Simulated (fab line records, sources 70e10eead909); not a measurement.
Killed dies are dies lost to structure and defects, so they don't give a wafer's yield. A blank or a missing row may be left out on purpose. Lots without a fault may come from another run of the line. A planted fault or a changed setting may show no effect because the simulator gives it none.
Which tool did it? | flow nand_harc | 14 lots, 41 wafers sampled, at 4 steps of a route of 1302

WHAT THE GAUGES READ, wafer by wafer
The record holds no reading of a measuring or inspecting step that can be judged against a usual standard deviation.

WHICH TOOL RAN EACH LOT (tool, then ch and the chambers of the sampled wafers, then the start)
lot  | NHARC_A_STAIRCASE_ETCH_292         | NHARC_A_STAIRCASE_ETCH_313         | NHARC_A_STAIRCASE_HM_OPEN_463                 | NHARC_A_STAIRCASE_DEP_417
L969 | rie_diel-04 ch 0,1,3, day 16 14:49 | rie_diel-04 ch 0,1,3, day 17 01:19 | rie_diel-04 ch 0,1,2, day 17 05:37 or earlier | pecvd-01 ch 1,2, day 17 05:37
L972 | rie_diel-01 ch 0,1,3, day 17 11:29 | rie_diel-04 ch 0,3, day 17 20:32   | rie_diel-04 ch 0,3, day 18 00:50 or earlier   | pecvd-01 ch 0,1, day 18 00:50
L971 | rie_diel-07 ch 1,2,3, day 17 19:32 | rie_diel-04 ch 1,2,3, day 18 02:01 | rie_diel-04 ch 1,2,3, day 18 06:06 or earlier | pecvd-01 ch 0,1,2, day 18 06:06
L974 | rie_diel-01 ch 0,1,3, day 18 11:20 | rie_diel-01 ch 0,1,2, day 18 20:46 | rie_diel-01 ch 1,2,3, day 19 00:50 or earlier | pecvd-01 ch 0,1, day 19 00:50
L973 | rie_diel-07 ch 0,3, day 18 19:08   | rie_diel-04 ch 0,2, day 19 00:31   | rie_diel-04 ch 1,2, day 19 04:35 or earlier   | pecvd-04 ch 1,2, day 19 04:35
L975 | rie_diel-04 ch 0,1,2, day 18 23:24 | rie_diel-01 ch 0,2,3, day 19 04:32 | rie_diel-01 ch 0,1, day 19 11:33 or earlier   | pecvd-01 ch 0,2, day 19 11:33
L976 | rie_diel-07 ch 0,2, day 19 05:59   | rie_diel-07 ch 1,2, day 19 11:11   | rie_diel-07 ch 1,2, day 19 16:44 or earlier   | pecvd-03 ch 0,2, day 19 16:44
L977 | rie_diel-04 ch 1,3, day 21 03:38   | rie_diel-01 ch 0,2, day 21 10:13   | rie_diel-01 ch 0,3, day 21 15:19 or earlier   | pecvd-01 ch 0,1,2, day 21 15:19
L979 | rie_diel-04 ch 0,1,2, day 21 06:25 | rie_diel-07 ch 0,1,3, day 21 11:58 | rie_diel-07 ch 1,2,3, day 21 18:13 or earlier | pecvd-03 ch 1,2, day 21 18:13
L983 | rie_diel-04 ch 0,1,3, day 22 07:41 | rie_diel-01 ch 1,3, day 22 12:54   | rie_diel-01 ch 0,1, day 22 17:13 or earlier   | pecvd-01 ch 1,2, day 22 17:13
L984 | rie_diel-01 ch 1,2, day 23 00:07   | rie_diel-04 ch 0,3, day 23 05:29   | rie_diel-04 ch 0,2,3, day 23 11:17 or earlier | pecvd-04 ch 0,2, day 23 11:17
L988 | rie_diel-04 ch 0,1,3, day 25 22:22 | rie_diel-04 ch 0,1,3, day 26 04:29 | rie_diel-04 ch 0,1,3, day 26 08:43 or earlier | pecvd-03 ch 0,1,2, day 26 08:43
L990 | rie_diel-07 ch 0,1, day 26 02:30   | rie_diel-04 ch 2,3, day 26 07:34   | rie_diel-04 ch 0,1, day 26 13:02 or earlier   | pecvd-03 ch 1,2, day 26 13:02
L992 | rie_diel-01 ch 0,2,3, day 26 09:32 | rie_diel-01 ch 0,3, day 26 15:49   | rie_diel-01 ch 1,2,3, day 26 19:58 or earlier | pecvd-03 ch 0,2, day 26 19:58
- NHARC_A_STAIRCASE_ETCH_292: etches the open film in CF4/CHF3.
- NHARC_A_STAIRCASE_ETCH_313: etches the open film in CF4/CHF3.
- NHARC_A_STAIRCASE_HM_OPEN_463: chemistry O2/COS.
- NHARC_A_STAIRCASE_DEP_417: deposits Si3N4, target thk 60 nm.

WHAT THE TOOLS THEMSELVES READ (means of the sampled wafers that have a number; where no wafer has one, the mark that the record gives instead)
NHARC_A_STAIRCASE_ETCH_292. Usual: bias_w 200.0 W, standard deviation 0.61; drypump_motor_current_A 5.6 A, standard deviation 0.46; oes_product_au 0.939 a.u., standard deviation 0.022; rf_fwd_power_W 497.1 W, standard deviation 1.6; rf_vpp_V 369.9 V, standard deviation 1.8; showerhead_plenum_p_Torr 1.56 Torr, standard deviation 0.055; throttle_valve_pct 16.802 %, standard deviation 0.0094.
lot  | tool        | bias_w (W) | drypump_motor_current_A (A) | oes_product_au (a.u.) | rf_fwd_power_W (W) | rf_vpp_V (V) | showerhead_plenum_p_Torr (Torr) | throttle_valve_pct (%) | flag
L969 | rie_diel-04 | 199.3      | 5.8                         | 0.926                 | 496.6              | 368.7        | 1.53                            | 16.808                 |
L972 | rie_diel-01 | 200.3      | 5.3                         | 0.977                 | 495.2              | 371.5        | 1.62                            | 16.805                 |
L971 | rie_diel-07 | 198.9      | 5.9                         | 0.931                 | 497.5              | 371.2        | 1.59                            | 16.800                 |
L974 | rie_diel-01 | 200.2      | 5.3                         | 0.919                 | 496.6              | 371.1        | 1.62                            | 16.799                 |
L973 | rie_diel-07 | 199.7      | 5.6                         | 0.936                 | 498.3              | 370.9        | 1.58                            | 16.801                 |
L975 | rie_diel-04 | 200.0      | 5.5                         | 0.921                 | 496.4              | 369.6        | 1.54                            | 16.797                 |
L976 | rie_diel-07 | 200.5      | 6.4                         | 0.923                 | 497.0              | 369.8        | 1.55                            | 16.799                 |
L977 | rie_diel-04 | 199.6      | 5.9                         | 0.922                 | 497.0              | 369.3        | 1.53                            | 16.800                 |
L979 | rie_diel-04 | 199.8      | 5.5                         | 0.930                 | 494.9              | 368.8        | 1.53                            | 16.806                 |
L983 | rie_diel-04 | 200.5      | 5.8                         | 0.976                 | 496.5              | 369.3        | 1.52                            | 16.814                 |
L984 | rie_diel-01 | 199.8      | 5.1                         | 0.925                 | 497.0              | 372.3        | 1.65                            | 16.796                 |
L988 | rie_diel-04 | 200.0      | 5.8                         | 0.929                 | 497.8              | 369.9        | 1.52                            | 16.798                 |
L990 | rie_diel-07 | 199.1      | 6.0                         | 0.966                 | 498.4              | 369.4        | 1.54                            | 16.796                 |
L992 | rie_diel-01 | 200.2      | 5.3                         | 0.923                 | 495.9              | 370.3        | 1.57                            | 16.796                 |

NHARC_A_STAIRCASE_ETCH_313. Usual: bias_w 200.0 W, standard deviation 0.55; drypump_motor_current_A 5.6 A, standard deviation 0.45; oes_product_au 0.930 a.u., standard deviation 0.016; rf_fwd_power_W 497.1 W, standard deviation 1.7; rf_vpp_V 370.0 V, standard deviation 2.1; showerhead_plenum_p_Torr 1.56 Torr, standard deviation 0.058; throttle_valve_pct 16.802 %, standard deviation 0.0096.
lot  | tool        | bias_w (W) | drypump_motor_current_A (A) | oes_product_au (a.u.) | rf_fwd_power_W (W) | rf_vpp_V (V) | showerhead_plenum_p_Torr (Torr) | throttle_valve_pct (%) | flag
L969 | rie_diel-04 | 199.4      | 5.8                         | 0.926                 | 496.2              | 368.6        | 1.53                            | 16.806                 |
L972 | rie_diel-04 | 199.7      | 6.0                         | 0.922                 | 497.4              | 368.4        | 1.50                            | 16.803                 |
L971 | rie_diel-04 | 200.3      | 5.7                         | 0.924                 | 497.8              | 369.3        | 1.52                            | 16.793                 |
L974 | rie_diel-01 | 199.9      | 5.3                         | 0.921                 | 496.4              | 370.6        | 1.60                            | 16.803                 |
L973 | rie_diel-04 | 199.8      | 5.4                         | 0.933                 | 497.9              | 368.6        | 1.52                            | 16.796                 |
L975 | rie_diel-01 | 200.3      | 5.3                         | 0.922                 | 496.4              | 370.4        | 1.58                            | 16.802                 |
L976 | rie_diel-07 | 199.8      | 6.0                         | 0.928                 | 497.5              | 371.3        | 1.59                            | 16.793                 |
L977 | rie_diel-01 | 199.9      | 5.3                         | 0.924                 | 497.6              | 370.5        | 1.56                            | 16.797                 |
L979 | rie_diel-07 | 200.0      | 5.8                         | 0.977                 | 498.7              | 370.3        | 1.56                            | 16.806                 |
L983 | rie_diel-01 | 200.1      | 5.1                         | 0.926                 | 498.5              | 373.6        | 1.65                            | 16.806                 |
L984 | rie_diel-04 | 199.9      | 5.7                         | 0.923                 | 496.3              | 368.6        | 1.51                            | 16.799                 |
L988 | rie_diel-04 | 200.6      | 5.8                         | 0.910                 | 496.1              | 368.2        | 1.52                            | 16.800                 |
L990 | rie_diel-04 | 199.3      | 5.8                         | 0.889                 | 496.6              | 366.8        | 1.48                            | 16.803                 |
L992 | rie_diel-01 | 199.9      | 5.3                         | 0.927                 | 495.1              | 370.1        | 1.58                            | 16.799                 |

NHARC_A_STAIRCASE_HM_OPEN_463. Usual: bias_w 300.0 W, standard deviation 0.91; drypump_motor_current_A 5.6 A, standard deviation 0.46; oes_product_au 1.001 a.u., standard deviation 0.0084; rf_fwd_power_W 499.0 W, standard deviation 1.5; rf_vpp_V 466.5 V, standard deviation 2.5; showerhead_plenum_p_Torr 3.09 Torr, standard deviation 0.11; throttle_valve_pct 28.329 %, standard deviation 0.0086.
lot  | tool        | bias_w (W) | drypump_motor_current_A (A) | oes_product_au (a.u.) | rf_fwd_power_W (W) | rf_vpp_V (V) | showerhead_plenum_p_Torr (Torr) | throttle_valve_pct (%) | flag
L969 | rie_diel-04 | 299.6      | 5.5                         | 1.007                 | 499.5              | 467.0        | 3.06                            | 28.332                 |
L972 | rie_diel-04 | 299.7      | 5.8                         | 0.995                 | 498.8              | 465.1        | 3.01                            | 28.330                 |
L971 | rie_diel-04 | 300.0      | 5.7                         | 1.004                 | 498.2              | 465.6        | 3.01                            | 28.321                 |
L974 | rie_diel-01 | 300.0      | 5.1                         | 1.000                 | 498.5              | 469.1        | 3.25                            | 28.331                 |
L973 | rie_diel-04 | 299.9      | 5.4                         | 1.003                 | 498.2              | 465.2        | 3.03                            | 28.333                 |
L975 | rie_diel-01 | 299.5      | 5.5                         | 0.993                 | 499.9              | 466.7        | 3.13                            | 28.322                 |
L976 | rie_diel-07 | 299.7      | 6.3                         | 1.001                 | 500.2              | 466.4        | 3.16                            | 28.325                 |
L977 | rie_diel-01 | 300.4      | 5.3                         | 1.000                 | 498.6              | 468.1        | 3.16                            | 28.327                 |
L979 | rie_diel-07 | 299.8      | 5.9                         | 1.008                 | 498.2              | 467.5        | 3.15                            | 28.334                 |
L983 | rie_diel-01 | 299.7      | 5.5                         | 0.986                 | 497.5              | 466.8        | 3.13                            | 28.326                 |
L984 | rie_diel-04 | 300.0      | 5.7                         | 0.993                 | 498.0              | 464.6        | 2.98                            | 28.332                 |
L988 | rie_diel-04 | 299.6      | 5.8                         | 1.009                 | 500.7              | 465.4        | 3.01                            | 28.333                 |
L990 | rie_diel-04 | 299.8      | 5.7                         | 1.000                 | 499.2              | 466.2        | 3.05                            | 28.331                 |
L992 | rie_diel-01 | 300.0      | 5.1                         | 1.000                 | 500.3              | 469.6        | 3.22                            | 28.331                 |

NHARC_A_STAIRCASE_DEP_417. Usual: heater_power_w 702 W, standard deviation 60; rf_fwd_power_W 449.1 W, standard deviation 1.3.
lot  | tool     | heater_power_w (W) | rf_fwd_power_W (W) | flag
L969 | pecvd-01 | 700                | 450.7              |
L972 | pecvd-01 | 683                | 448.7              |
L971 | pecvd-01 | 748                | 449.1              |
L974 | pecvd-01 | 678                | 447.6              |
L973 | pecvd-04 | 630                | 449.6              |
L975 | pecvd-01 | 726                | 449.5              |
L976 | pecvd-03 | 772                | 447.7              |
L977 | pecvd-01 | 725                | 448.6              |
L979 | pecvd-03 | 741                | 448.6              |
L983 | pecvd-01 | 708                | 448.5              |
L984 | pecvd-04 | 595                | 449.6              |
L988 | pecvd-03 | 761                | 447.1              |
L990 | pecvd-03 | 728                | 447.8              |
L992 | pecvd-03 | 699                | 448.6              |

THE ANSWER, worked out from the rows above alone
Rule: a lot is off if the mean of its wafers that have a number lies more than 3 standard deviations from the usual mean. A lot without any number at a reading at which 4 lots or more have one is off too. The other lots that the step has rows for count as sound. The gauges are gone through in route order, then the tools' own readings, and for those a lot's mean is taken as printed above. The first step at which some lot is off is used, and at that step the reading that is off furthest; a lot without a number counts as furthest.
No lot is off at any reading shown: from this, nothing can be told.

WHAT THE SIMULATOR HAD PUT IN
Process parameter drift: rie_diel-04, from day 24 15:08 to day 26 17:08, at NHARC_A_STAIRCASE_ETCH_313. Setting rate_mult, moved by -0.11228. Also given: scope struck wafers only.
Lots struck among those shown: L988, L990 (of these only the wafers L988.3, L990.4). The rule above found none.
